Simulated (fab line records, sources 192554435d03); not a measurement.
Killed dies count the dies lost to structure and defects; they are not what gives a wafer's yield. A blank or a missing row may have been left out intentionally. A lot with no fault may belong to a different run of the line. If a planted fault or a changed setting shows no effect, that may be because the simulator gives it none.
Struck lot and sound lot, side by side + flow n5 finfet + 15 steps out of a route of 1938
Sound: these wafers, L165.1, L165.5, L165.6. Wafers L175.2, L175.5 were the ones struck. The cause is given at the end.
For every step that has rows: the tool of each side, followed by ch and its chambers, followed by its first start. Under that, the readings that differ: sound wafers + struck wafers + difference of the means + sigmas: that difference in standard deviations of wafers without a fault.
alike: same words and numbers on both sides, and readings whose means sit less than 2 such deviations apart. not compared: any withheld reading, any reading some wafer has no value for, any bound like >300 that may hide the same value, and any number with overlapping values for which the record gives no deviation.
Wherever a step has rows on one side only, a row that says differs or no value, or a row with sigmas, the two part there. Numbers that don't overlap but have no deviation are shown without sigmas and don't part them. Lack of a reading on every wafer of one side parts them only where that side has two or more wafers.

first, 1 step without rows for these wafers: N5_BEOL_M11_DEVELOP_27 (develop time 30 s).
N5_BEOL_M11_CD_MEAS_28 targets a cd of 70 nm.
  sound on cd sem-03 ch 0, day 11 05:11; struck on cd sem-03 ch 0, day 14 05:22
| reading    | sound          | struck    | difference | sigmas |
|------------|----------------|-----------|------------|--------|
| cd nm (nm) | 71.7 71.4 70.3 | 68.4 69.2 | -2.3       | -2     |
N5_BEOL_M11_OVL_MEAS_29:
  sound on overlay-02 ch 0, day 11 05:13; struck on overlay-02 ch 0, day 14 05:23
  alike: V10_OVL
N5_BEOL_M11_INSPECT_30: inspects for defects (brightfield).
  sound on defect inspect-02, day 11 05:14; struck on defect inspect-02, day 14 05:25
  alike: raw defect count
N5_BEOL_M11_DESCUM_33: chemistry O2, time 7.9 s.
  sound on rie diel-04 ch 0,1,3, day 11 05:31; struck on rie diel-04 ch 1,3, day 14 05:49
  alike: drypump motor current A, oes product au, rf vpp V, showerhead plenum p Torr, temp c, throttle valve pct
  not compared: rf hours counter h
then, 1 step without rows for these wafers: N5_BEOL_M11_ETCH_65 (etches SiARC in CF4, target depth 39 nm, time 65 s).
N5_BEOL_M11_ETCH_66: etches SOC in N2/H2, target depth 120 nm, overetch 24 nm, time 180 s.
  sound on rie diel-04 ch 0,1,3, day 11 05:36; struck on rie diel-04 ch 1,3, day 14 05:53
  alike: drypump motor current A, h2 flow sccm, oes product au, rf vpp V, run length s, showerhead plenum p Torr, temp c, throttle valve pct
  not compared: rf hours counter h
then, 1 step without rows for these wafers: N5_BEOL_M11_STRIP_69 (strips in N2/H2).
N5_BEOL_M11_VIA_ETCH_34: etches SiCOH lowk in C4F6/O2, target depth 184.5 nm, time 69.2 s.
  sound on rie diel-04 ch 0,1,3, day 11 05:44; struck on rie diel-04 ch 1,3, day 14 06:01
| reading             | sound          | struck    | difference | sigmas |
|---------------------|----------------|-----------|------------|--------|
| oes_f_703_au (a.u.) | 0.71 0.78 0.70 | 0.76 1.00 | +0.15      | +2     |
  alike: drypump motor current A, oes product au, rf vpp V, run length s, showerhead plenum p Torr, throttle valve pct
  not compared: rf hours counter h
then, 1 step without rows for these wafers: N5_BEOL_M11_STRIP_73 (strips in C4F6/O2).
N5_BEOL_M11_STRIP_36: strips in N2/H2.
  sound on rie diel-04 ch 0,1,3, day 11 05:47; struck on rie diel-04 ch 1,3, day 14 06:05
  alike: drypump motor current A, h2 flow sccm, oes product au, power w, rf vpp V, showerhead plenum p Torr, temp c, throttle valve pct
  not compared: rf hours counter h
then, 1 step without rows for these wafers: N5_BEOL_M11_TRENCH_ETCH_37 (etches SiCOH lowk in C4F6/O2, target depth 148.83 nm, time 48 s).
N5_BEOL_M11_ETCH_41: etches SiCN in CH3F/O2, target depth 42.6 nm, time 86 s.
  sound on rie diel-04 ch 0,1,3, day 11 05:52; struck on rie diel-04 ch 1,3, day 14 06:10
| reading                  | sound             | struck      | difference | sigmas |
|--------------------------|-------------------|-------------|------------|--------|
| run length s (s)         | 109.5 110.0 109.2 | 116.1 115.6 | +6.3       | +12    |
| model.etch.depth nm (nm) | 32.25 31.79 31.6  | 34.5 35.58  | +3.2       |        |
  alike: drypump motor current A, oes product au, rf vpp V, showerhead plenum p Torr, throttle valve pct
  not compared: rf hours counter h
N5_BEOL_M11_STRIP_77: strips in N2/H2, time 10 s.
  sound on rie diel-04 ch 0,1,3; struck on rie diel-04 ch 1,3
| reading               | sound          | struck    | difference | sigmas |
|-----------------------|----------------|-----------|------------|--------|
| oes product au (a.u.) | 0.68 0.74 0.70 | 0.74 0.96 | +0.14      | +2     |
  alike: drypump motor current A, h2 flow sccm, rf vpp V, showerhead plenum p Torr, temp c, throttle valve pct
  not compared: rf hours counter h
-- the record jumps here: 2 days lie between the struck wafers' starts before and after (it left off in module BEOL_M11 and takes up again in module PASSIVATION, whose first step shown is number 1936 of the route) --
N5_PASSIVATION_PROBE_49:
  sound on prober-01, day 12 21:40; struck on prober-01, day 16 11:59
  alike: defect limited yield, killed_at_M0_to_M3, killed_at_M4_up, killed at contacts, killed at front end, killed at other, killed dies, killed open, killed short, sort_bin_5_function, sort_bin_6_memory, sort_bin_8_speed, sort n pass, sort yield pct

WHERE THEY PART
Earliest at N5_BEOL_M11_CD_MEAS_28; latest, in this record, at N5_BEOL_M11_STRIP_77. Later steps at which nothing parts them and some readings are alike: N5_PASSIVATION_PROBE_49.

WHY: what had been put in by the simulator
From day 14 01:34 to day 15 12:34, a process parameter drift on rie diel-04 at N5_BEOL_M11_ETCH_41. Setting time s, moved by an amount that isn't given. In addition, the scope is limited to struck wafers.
